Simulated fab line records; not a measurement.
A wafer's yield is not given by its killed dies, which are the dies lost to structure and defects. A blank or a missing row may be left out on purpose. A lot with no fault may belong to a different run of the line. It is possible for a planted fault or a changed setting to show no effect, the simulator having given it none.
Chamber matching -- flow n5_finfet -- 4 sister chambers for N5_BEOL_M7_DESCUM_16 on rie_diel-05
The step chemistry O2, time 7.9 s. 4 wafers are shown with their chamber, then 9 later ones without.

## WAFERS, EACH WITH ITS CHAMBER
wafer,chamber,drypump_motor_current_A (A)
L083.2,3,5.1
L085.2,0,5.8
L090.4,2,6.0
L090.5,1,5.7

## WAFERS WHOSE CHAMBER IS MISSING
wafer,drypump_motor_current_A (A)
L093.1,6.0
L093.4,5.2
L093.6,5.8
L096.2,5.8
L096.4,6.0
L096.5,5.8
L097.2,6.0
L097.3,5.1
L097.6,5.8

## THE CHAMBER EACH PASSED THROUGH
wafer,from the rows above,in truth
L093.1,2,2
L093.4,3,3
L093.6,0,0
L096.2,0,0
L096.4,2,2
L096.5,0,0
L097.2,2,2
L097.3,3,3
L097.6,0,0
Correct placement for 9 of the 9. Can't be placed from these rows: 0. Wrongly placed: 0.
How it was worked out, from the rows above alone: a wafer's distance from a chamber is the root of the sum, over the readings, of the square of ((its reading less the chamber's mean) divided by the reading's scatter). The wafer belongs to the nearest chamber; if the next one is less than 2 further off, it can't be placed. For every chamber, the mean is computed from those of its wafers that are shown. The scatter: root of mean squared gap, hidden wafer to nearest shown wafer, with one shown wafer a chamber.
